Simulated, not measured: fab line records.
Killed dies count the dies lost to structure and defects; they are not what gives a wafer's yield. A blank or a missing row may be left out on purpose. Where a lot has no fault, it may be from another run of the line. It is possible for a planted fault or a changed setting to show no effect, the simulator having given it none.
Struck lot and sound lot, side by side :: flow nand_harc :: 39 steps out of a route of 1159
Sound: these wafers, L701.1, L701.2, L701.4. Struck: wafer L715.5 (left out: L715.3, L715.6 of the same lot, which were not struck); the cause appears at the end.
At each step with rows: each side's tool, then ch and its chambers, then its first start. Under that, the readings that differ: sound wafers :: struck wafers :: difference of the means :: sigmas: that difference in standard deviations of wafers without a fault.
alike: same words and numbers on both sides, and readings whose means sit less than 2 such deviations apart. not compared: any withheld reading, any reading some wafer has no value for, any bound like >300 that may hide the same value, and any number with overlapping values for which the record gives no deviation.
The two part at a step that has a row with sigmas, a row that says differs or no value, or rows on one side only. Numbers that don't overlap but have no deviation are shown without sigmas and don't part them. A reading missing from all wafers of one side parts the sides only when that side holds two or more wafers.

first, 4 steps without rows for these wafers: NHARC_A_STAIRCASE_EXPOSE_214 (exposes mask STAIR 3); NHARC_A_STAIRCASE_PEB_215 (peb time 130 s); NHARC_A_STAIRCASE_DEVELOP_216 (time 140 s); NHARC_A_STAIRCASE_HARDBAKE_218 (time 140 s).
NHARC_A_STAIRCASE_DESCUM_219: chemistry O2, time 3 s.
  sound on rie_diel-10 ch 1,2,3, day 10 13:53; struck on rie_diel-05 ch 0, day 14 12:35
reading: o2_flow_sccm (sccm)
sound: 198.7 199.9 199.2
struck: 201.2
difference: +1.9
sigmas: +4

reading: rf_vpp_V (V)
sound: 59.0 59.9 56.3
struck: 56.2
difference: -2.2
sigmas: -2

reading: showerhead_plenum_p_Torr (Torr)
sound: 1.99 2.07 2.02
struck: 1.76
difference: -0.27
sigmas: -3
  alike: drypump_motor_current_A, oes_product_au, throttle_valve_pct
  not compared: rf_hours_counter_h
NHARC_A_STAIRCASE_TRIM_220: chemistry O2, time 211.2 s.
  sound on rie_diel-10 ch 0,1,3, day 10 13:58; struck on rie_diel-05 ch 2, day 14 12:41
  alike: drypump_motor_current_A, o2_flow_sccm, oes_product_au, rf_vpp_V, showerhead_plenum_p_Torr, throttle_valve_pct
  not compared: rf_hours_counter_h
then, 2 steps without rows for these wafers: NHARC_A_STAIRCASE_ETCH_221 (etches the open film in C4F8/O2, target depth 100 nm, time 40.5 s); NHARC_A_STAIRCASE_TRIM_222 (chemistry O2, time 211.2 s).
NHARC_A_STAIRCASE_ETCH_223: etches the open film in C4F8/O2, target depth 100 nm, time 40.5 s.
  sound: rie_diel-10 ch 0,2,3; struck: rie_diel-05 ch 2
  alike: oes_product_au, rf_vpp_V
  not compared: rf_hours_counter_h
then, 2 steps without rows for these wafers: NHARC_A_STAIRCASE_TRIM_224 (chemistry O2, time 211.2 s); NHARC_A_STAIRCASE_ETCH_225 (etches the open film in C4F8/O2, target depth 100 nm, time 40.5 s).
NHARC_A_STAIRCASE_TRIM_226: chemistry O2, time 211.2 s.
  sound on rie_diel-10 ch 1,2,3, day 10 14:42; struck on rie_diel-05 ch 1, day 14 13:23
reading: oes_product_au (a.u.)
sound: 1.007 1.005 1.009
struck: 0.986
difference: -0.021
sigmas: -3
  alike: drypump_motor_current_A, o2_flow_sccm, rf_vpp_V, showerhead_plenum_p_Torr, throttle_valve_pct
  not compared: rf_hours_counter_h
then, 5 steps without rows for these wafers: NHARC_A_STAIRCASE_ETCH_227 (etches the open film in C4F8/O2, target depth 100 nm, time 40.5 s); NHARC_A_STAIRCASE_TRIM_229 (chemistry O2, time 211.2 s); NHARC_A_STAIRCASE_ETCH_230 (etches the open film in C4F8/O2, target depth 100 nm, time 40.5 s); NHARC_A_STAIRCASE_TRIM_231 (chemistry O2, time 211.2 s); NHARC_A_STAIRCASE_ETCH_232 (etches the open film in C4F8/O2, target depth 100 nm, time 40.5 s).
NHARC_A_STAIRCASE_TRIM_233: chemistry O2, time 211.2 s.
  sound: rie_diel-10 ch 0,1,2; struck: rie_diel-05 ch 2
  alike: drypump_motor_current_A, o2_flow_sccm, oes_product_au, rf_vpp_V, showerhead_plenum_p_Torr, throttle_valve_pct
  not compared: rf_hours_counter_h
then, 1 step without rows for these wafers: NHARC_A_STAIRCASE_ETCH_234 (etches the open film in C4F8/O2, target depth 100 nm, time 40.5 s).
NHARC_A_STAIRCASE_TRIM_235: chemistry O2, time 211.2 s.
  sound: rie_diel-10 ch 0,2,3; struck: rie_diel-05 ch 3
  alike: drypump_motor_current_A, o2_flow_sccm, oes_product_au, rf_vpp_V, showerhead_plenum_p_Torr, throttle_valve_pct
  not compared: rf_hours_counter_h
then, 18 steps without rows for these wafers: NHARC_A_STAIRCASE_ETCH_236 (etches the open film in C4F8/O2, target depth 100 nm, time 40.5 s); NHARC_A_STAIRCASE_STRIP_238 (strips in O2); NHARC_A_STAIRCASE_STRIP_239 (strips in SPM, time 900 s); NHARC_A_STAIRCASE_PRECLEAN_240 (cleans in SC1); NHARC_A_STAIRCASE_SRD_241; NHARC_A_STAIRCASE_DEHYDRATE_242 (time 120 s); NHARC_A_STAIRCASE_HMDS_243 (time 30 s); NHARC_A_STAIRCASE_COAT_244; NHARC_A_STAIRCASE_SOFTBAKE_245 (time 170 s); NHARC_A_STAIRCASE_EBR_246; NHARC_A_STAIRCASE_EXPOSE_247 (exposes mask SDS 1); NHARC_A_STAIRCASE_PEB_248 (peb time 130 s); NHARC_A_STAIRCASE_DEVELOP_249 (time 140 s); NHARC_A_STAIRCASE_HARDBAKE_251 (time 140 s); NHARC_A_STAIRCASE_DESCUM_252 (chemistry O2, time 3 s); NHARC_A_STAIRCASE_ETCH_253 (etches the open film in C4F8/O2, target depth 50 nm, time 20.2 s); NHARC_A_STAIRCASE_STRIP_254 (strips in O2); NHARC_A_STAIRCASE_STRIP_255 (strips in SPM, time 900 s).
-- jump in the record: it breaks off in module A_STAIRCASE and resumes in module END (first step shown: number 1159 of the route), and 8 days separate the struck wafers' starts before and after --
NHARC_END_SORT_01:
  only the struck wafers appear in the record here, on prober-01 ch 0 at day 22 16:42; the sound ones have no rows

== WHERE THEY PART ==
Last at NHARC_END_SORT_01 as far as this record goes, first at NHARC_A_STAIRCASE_DESCUM_219.

WHY: what had been put in by the simulator
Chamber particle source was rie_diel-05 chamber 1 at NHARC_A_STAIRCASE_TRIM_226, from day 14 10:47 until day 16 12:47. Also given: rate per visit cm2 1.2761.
